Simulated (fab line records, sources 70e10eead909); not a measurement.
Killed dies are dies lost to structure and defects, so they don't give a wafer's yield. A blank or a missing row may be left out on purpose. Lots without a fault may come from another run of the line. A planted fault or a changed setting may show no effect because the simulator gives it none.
Chamber matching | flow nand_harc | NHARC_A_STAIRCASE_DEP_151 on pecvd-03: 3 sister chambers
The step deposits SiO2, target thk 7200 nm. 3 wafers are shown with their chamber, then 7 later ones without.

WAFERS WITH THEIR CHAMBER
wafer  | chamber | rf_fwd_power_W (W)
L085.3 | 1       | 501.4
L089.1 | 2       | 499.7
L089.4 | 0       | 500.0

WAFERS WITHOUT THEIR CHAMBER
wafer  | rf_fwd_power_W (W)
L089.6 | 499.2
L094.1 | 499.0
L094.2 | 499.7
L094.4 | 499.6
L096.2 | 499.3
L096.4 | 498.9
L096.5 | 501.3

WHICH CHAMBER EACH WENT THROUGH
wafer  | from the rows above     | in truth
L089.6 | can't be placed: 2 or 0 | 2
L094.1 | can't be placed: 2 or 0 | 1
L094.2 | can't be placed: 2 or 0 | 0
L094.4 | can't be placed: 2 or 0 | 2
L096.2 | can't be placed: 2 or 0 | 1
L096.4 | can't be placed: 2 or 0 | 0
L096.5 | 1                       | 1
Placed correctly: 1 of 7. Can't be placed from these rows: 6 (the true chamber is among the candidates in 4). Placed wrongly: 0.
How it was worked out, from the rows above alone: a wafer's distance from a chamber is the root of the sum, over the readings, of the square of ((its reading less the chamber's mean) divided by the reading's scatter). The wafer belongs to the nearest chamber; if the next one is less than 2 further off, it can't be placed. A chamber's mean is the mean of its shown wafers. The scatter: with one shown wafer a chamber, the root of the mean of the squares of how far each hidden wafer lies from its nearest shown one.
